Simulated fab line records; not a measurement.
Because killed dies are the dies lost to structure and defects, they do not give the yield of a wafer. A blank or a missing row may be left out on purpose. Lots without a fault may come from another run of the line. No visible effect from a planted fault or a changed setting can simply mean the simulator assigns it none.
Code-filled problem report in 8D (eight disciplines) form || flow n5-finfet || the parts of the form that need people (team, actions taken, sign-off) are left out

1. WHAT WENT WRONG
oes-product-au at N5_FIN_SAQP_ETCH_65 reads a mean of 0.884 a.u. on 4 wafers of 2 lots; wafers without a fault read 0.997 a.u. with a standard deviation of 0.014. Measured from the usual mean, that is -8.1 standard deviations.
The step: etches SiO2 in CF4, target depth 4 nm, time 4.4 s.
The first sign was on wafer L915.4 at day 5 01:20, on rie-si-05. At this step, 17 wafers from 6 lots have a number in the record. Rule for "out", or "out of limits": more than 4 standard deviations from the usual mean. The other wafers with a number count as sound.

2. WHAT IT IS, AND WHAT IT ISN'T
{"question": "which readings at this step", "is": "oes-product-au", "is not": "bias-w, drypump-motor-current-A, throttle-valve-pct"}
{"question": "which lots", "is": "L915, L916", "is not": "L921, L923, L924, L925"}
{"question": "which wafers of those lots", "is": "L915.4, L915.6, L916.4, L916.6", "is not": "L916.2"}
{"question": "read on which tools", "is": "rie-si-05", "is not": "rie-si-01, rie-si-03"}
{"question": "when", "is": "from day 5 01:20", "is not": "up to then (0 sound wafers); but 13 sound wafers of L916, L921, L923, L924, L925 came after"}

3. SUSPECTS, AND WHAT RULES EACH OUT
Counting: if a tool at a process step up to the reading ran every lot that is out, it stays a suspect. Sound lots after the first of them don't rule it out here, since some wafers of a struck lot are sound.
- rie-si-05 at N5_FIN_SAQP_MANDREL_ETCH_22 (etches a-Si in HBr/Cl2, stops on SiNx, target depth 60 nm, bt time 10 s, time 30 s): kept. It ran every lot that is out, first L915 (day 4 23:17).
- rie-si-01 at N5_FIN_SAQP_MANDREL1_REMOVE_56 (chemistry HBr/Cl2/O2, target a-Si, stops on SiNx, bt time 10 s): kept. It ran every lot that is out, first L915 (day 5 01:04).
- rie-si-05 at N5_FIN_SAQP_ETCH_65 (etches SiO2 in CF4, target depth 4 nm, time 4.4 s): kept. It ran every lot that is out, first L915 (day 5 01:20). Its own oes-product-au readings are out on those wafers.
- Within rie-si-05 at N5_FIN_SAQP_ETCH_65: the wafers that are out ran in chamber 0; their sound lot-mates ran in chamber 3.
The count leaves rie-si-05 at N5_FIN_SAQP_MANDREL_ETCH_22, rie-si-01 at N5_FIN_SAQP_MANDREL1_REMOVE_56, and rie-si-05 at N5_FIN_SAQP_ETCH_65.

4. THE CAUSE (what the simulator had put in)
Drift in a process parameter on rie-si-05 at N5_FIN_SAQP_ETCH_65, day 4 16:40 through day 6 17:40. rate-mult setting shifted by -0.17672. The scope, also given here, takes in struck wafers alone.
This tool is one of the 3 suspects left after counting.

5. SEQUENCE OF EFFECTS, ordered by route
Each row: a reading whose mean over the struck wafers that have a number lies more than 3 standard deviations from the usual. Only readings whose record carries a usual standard deviation are examined. hours: median over the lots of the time between each lot's start at the first step of this table that gives one and its start at this step. sigmas: the change, counted in usual standard deviations.
{"hours": 0, "step": "N5_FIN_SAQP_ETCH_65", "reading": "oes-product-au", "usual": "0.997 a.u.", "on struck wafers": 0.884, "change": -0.113, "sigmas": -8.1}
It contains these process steps:
- N5_FIN_SAQP_ETCH_65: etches SiO2 in CF4, target depth 4 nm, time 4.4 s.
At these later measuring or inspecting steps, every struck wafer for which the step has a row has a number for every such reading, and none has moved that far: N5_BEOL_M4_RC_MEAS_101.

6. WHAT WOULD HAVE CAUGHT IT SOONER
The fault began at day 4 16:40; the first out-of-limits reading in this record came at day 5 01:20, 9 hours later.
